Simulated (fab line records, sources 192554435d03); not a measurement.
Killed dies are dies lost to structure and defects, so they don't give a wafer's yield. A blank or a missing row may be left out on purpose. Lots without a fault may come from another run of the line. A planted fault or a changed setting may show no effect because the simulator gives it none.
Split-lot experiment | flow n5_finfet | 7 lots, 21 wafers read, on a route of 1938 steps

THE SPLIT
At N5_BEOL_M12_EXPOSE_07 (exposes mask V11), the setting dose_mj was moved away from the recipe's 32.5 on 7 of the 21 wafers read, by -7.2% to +4.3%. The other wafers ran this setting at the recipe's value.

FROM THE SPLIT TO THE READING: what the file shows between them, 3 steps
- N5_BEOL_M12_PEB_08: peb time 90 s
- N5_BEOL_M12_DEVELOP_09: develop time 45 s
- N5_BEOL_M12_HARDBAKE_14: time 120 s

THE READING
cd_nm, in nm, at N5_BEOL_M12_CD_MEAS_10 (target cd 140 nm). Fault-free wafers of this fab line usually give 141.6 nm, standard deviation 2 nm.

wafer  | tool, chamber at the split | dose_mj as run | against the recipe | cd_nm, nm | against lot-mates on the recipe
L077.1 | krf_scanner-02, 0          | 32.5           | recipe             | 142.1     | -
L077.2 | krf_scanner-02, 0          | 32.5           | recipe             | 141.5     | -
L077.3 | krf_scanner-02, 0          | 32.5           | recipe             | 140.1     | -
L082.2 | krf_scanner-02, 0          | 32.5           | recipe             | 139.4     | -
L082.3 | krf_scanner-02, 0          | 30.55          | -6.0%              | 133.0     | -6.4
L082.6 | krf_scanner-02, 0          | 30.55          | -6.0%              | 133.7     | -5.7
L084.3 | krf_scanner-01, 0          | 32.5           | recipe             | 140.4     | -
L084.5 | krf_scanner-01, 0          | 32.5           | recipe             | 140.4     | -
L084.6 | krf_scanner-01, 0          | 30.15          | -7.2%              | 135.4     | -5.0
L085.1 | krf_scanner-02, 0          | 32.5           | recipe             | 142.1     | -
L085.5 | krf_scanner-02, 0          | 32.5           | recipe             | 142.9     | -
L085.6 | krf_scanner-02, 0          | 33.9           | +4.3%              | 148.0     | +5.5
L087.2 | krf_scanner-01, 0          | 32.5           | recipe             | 141.4     | -
L087.3 | krf_scanner-01, 0          | 32.5           | recipe             | 142.0     | -
L087.6 | krf_scanner-01, 0          | 32.5           | recipe             | 143.1     | -
L089.2 | krf_scanner-02, 0          | 32.5           | recipe             | 136.6     | -
L089.5 | krf_scanner-02, 0          | 33.58          | +3.3%              | 145.0     | +5.9
L089.6 | krf_scanner-02, 0          | 32.5           | recipe             | 141.6     | -
L093.2 | krf_scanner-01, 0          | 33.49          | +3.0%              | 145.5     | +4.2
L093.3 | krf_scanner-01, 0          | 32.5           | recipe             | 141.3     | -
L093.6 | krf_scanner-01, 0          | 33.49          | +3.0%              | 146.2     | +4.9

THE FIT
A straight line over all 21 wafers: cd_nm changes by +1.2 nm for each +1% of dose_mj; r = +0.91; the points scatter about the line by 1.6 nm.
The same after taking each lot's own level away (the mean of its wafers on the recipe; 21 wafers): +1.06 nm for each +1%; r = +0.93; scatter 1.3 nm.
On that fit, the largest move of dose_mj shifts the reading by 7.6 nm.
The lots' own levels span 139.10 to 142.50 nm, that is 1.7 times the standard deviation above.
So the lot-to-lot level changes the slope: the two fits differ.
Check: with one of the wafers moved furthest among these (-7.2%) left out of the fit, the line predicts -8.29 nm for it against its lot-mates. It came out at -5 nm against them.

OTHER SPLITS ON THESE WAFERS
These wafers also went through other splits before the reading. Each is held against what the fit with the lots' levels taken away leaves over:
other split on the same wafers | wafers away from the commonest value | r with cd_nm (lot level and that fit taken away)
N5_BEOL_M11_EXPOSE_25 dose_mj  | 8                                    | +0.13

THE FILE'S OWN FIT
cd_nm changes by +1.02 nm for each +1% of dose_mj, r = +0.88.
